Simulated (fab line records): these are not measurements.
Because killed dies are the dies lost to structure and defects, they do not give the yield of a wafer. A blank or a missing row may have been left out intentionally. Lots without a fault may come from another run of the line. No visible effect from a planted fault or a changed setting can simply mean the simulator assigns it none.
Matching of chambers ; flow n5_finfet ; 4 sister chambers for N5_SD_EPI_N_ETCH_16 on rie_diel-06
The step etches SiO2 in CHF3/O2, target depth 5 nm. 4 wafers are shown with their chamber, then 8 later ones without.

WAFERS WITH THEIR CHAMBER
wafer;chamber;drypump_motor_current_A (A)
L077.3;3;5.0
L093.2;0;5.2
L093.6;1;6.4
L095.1;2;5.8

WAFERS WITH NO CHAMBER GIVEN
wafer;drypump_motor_current_A (A)
L095.2;6.4
L095.3;5.2
L097.1;5.1
L097.2;5.8
L097.3;5.2
L097.4;6.4
L097.5;5.2
L097.6;5.1

CHAMBER TAKEN BY EACH
wafer;from the rows above;in truth
L095.2;1;1
L095.3;0;0
L097.1;can't be placed: 3 or 0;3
L097.2;2;2
L097.3;0;0
L097.4;1;1
L097.5;0;0
L097.6;can't be placed: 3 or 0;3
Correct placement for 6 of the 8. Can't be placed from these rows: 2 (the true chamber is among the candidates in 2). Number placed wrongly: 0.
How it was worked out, from the rows above alone: a wafer's distance from a chamber is the root of the sum, over the readings, of the square of ((its reading less the chamber's mean) divided by the reading's scatter). If the next closest chamber is less than 2 further off than the closest, the wafer can't be placed; otherwise it belongs to the closest. Each chamber's mean is taken over the wafers shown for it. The scatter: with one shown wafer a chamber, the root of the mean of the squares of how far each hidden wafer lies from its nearest shown one.
